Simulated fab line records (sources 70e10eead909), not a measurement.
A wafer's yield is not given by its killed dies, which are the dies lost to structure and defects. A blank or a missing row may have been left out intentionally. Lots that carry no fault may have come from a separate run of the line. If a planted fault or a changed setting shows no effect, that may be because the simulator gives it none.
One fault through the eyes of 3 desks | flow nand-harc | numbers are kept per desk, each desk with only its own; the story behind them comes last

## AT THE TOOL OWNER'S DESK: arfi-scanner-03
The tool's own readings at NHARC_A_M0_EXPOSE_06 (exposes mask A M0, target cd 80 nm): means of the sampled wafers that have a number, for each lot that ran on this tool. A lot is out of limits, marked OUT, if its mean lies more than 4 standard deviations from the usual mean; the brackets give that distance.
Columns: A = exposure-dose-mJ-cm2 at NHARC_A_M0_EXPOSE_06, usual 83.17; B = focus-offset-nm at NHARC_A_M0_EXPOSE_06, usual 0.0 nm; C = stage-vel-mm-s at NHARC_A_M0_EXPOSE_06, usual 499.98 mm/s
lot  | first seen here | A                        | B    | C
L278 | day 22 20:06    | 83.19                    | -0.4 | 500.03
L277 | day 23 07:54    | 83.28                    | -0.5 | 500.29
L281 | day 24 06:40    | 83.36                    | 0.7  | 500.09
L284 | day 26 08:35    | 83.20                    | 0.2  | 500.13
L286 | day 27 07:25    | 112.85 (+99 or more) OUT | 0.4  | 500.21
L293 | day 29 20:11    | 106.97 (+99 or more) OUT | -0.1 | 499.88
L295 | day 30 09:17    | 104.54 (+99 or more) OUT | -0.4 | 500.12
This desk finds L286, L293, L295 out of limits, L286 being first, at day 27 07:25 (exposure-dose-mJ-cm2 at NHARC_A_M0_EXPOSE_06). In limits: L278, L277, L281, L284.

## METROLOGY DESK
Means of the sampled wafers that have a number, per lot and without regard to the tool the lot ran on: this is what the gauges read. A lot is out of limits, marked OUT, if its mean lies more than 4 standard deviations from the usual mean; the brackets give that distance.
Columns: A = cd-nm at NHARC_A_M0_CD_MEAS_09, usual 80.0 nm
lot  | first seen here | A
L278 | day 22 20:14    | 80.3
L277 | day 23 08:02    | 80.2
L279 | day 23 19:16    | 79.8
L281 | day 24 06:49    | 80.0
L282 | day 26 00:28    | 80.3
L284 | day 26 08:43    | 80.7
L285 | day 26 13:11    | 81.0
L286 | day 27 07:34    | 100.3 (+27) OUT
L293 | day 29 20:19    | 96.1 (+21) OUT
L295 | day 30 09:25    | 95.2 (+20) OUT
L298 | day 31 17:07    | 81.0
This desk finds L286, L293, L295 out of limits, L286 being first, at day 27 07:34 (cd-nm at NHARC_A_M0_CD_MEAS_09). In limits: L278, L277, L279, L281, L282, L284, L285, L298.

## THE DEFECT DESK
Lot by lot, what the route's inspections counted, given as the mean of those sampled wafers with a number. A lot is out of limits, marked OUT, if its mean lies more than 4 standard deviations from the usual mean; the brackets give that distance.
Columns: A = raw-defect-count at NHARC_A_M0_INSPECT_11, usual 82
lot  | first seen here | A
L278 | day 22 20:22    | 82
L277 | day 23 08:10    | 107
L279 | day 23 19:24    | 153
L281 | day 24 06:56    | 66
L282 | day 26 00:35    | 78
L284 | day 26 08:51    | 84
L285 | day 26 13:19    | 78
L286 | day 27 07:41    | 89
L293 | day 29 20:27    | 72
L295 | day 30 09:32    | 44
L298 | day 31 17:15    | 95
This desk's verdict: no lot among the 11 shows anything out of limits.

## ALL TOGETHER
The tool owner's desk could have raised an alarm at day 27 07:25, on L286, L293, L295.
L286, L293, L295 would have let the metrology desk raise an alarm at day 27 07:34.
Nothing out of limits was seen by the defect desk.
The defect desk has L286, L293, L295 on record, within its limits.
Every lot named ran NHARC_A_M0_EXPOSE_06 on arfi-scanner-03.

## WHAT WAS PUT IN BY THE SIMULATOR
Process parameters drifting: arfi-scanner-03 at NHARC_A_M0_EXPOSE_06, beginning at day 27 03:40. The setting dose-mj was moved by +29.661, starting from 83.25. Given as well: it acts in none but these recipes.
Shown lots that were struck: L286, L293, L295.
Fault start to first reading out of limits, in hours, per desk: tool owner, 4; metrology, 4.
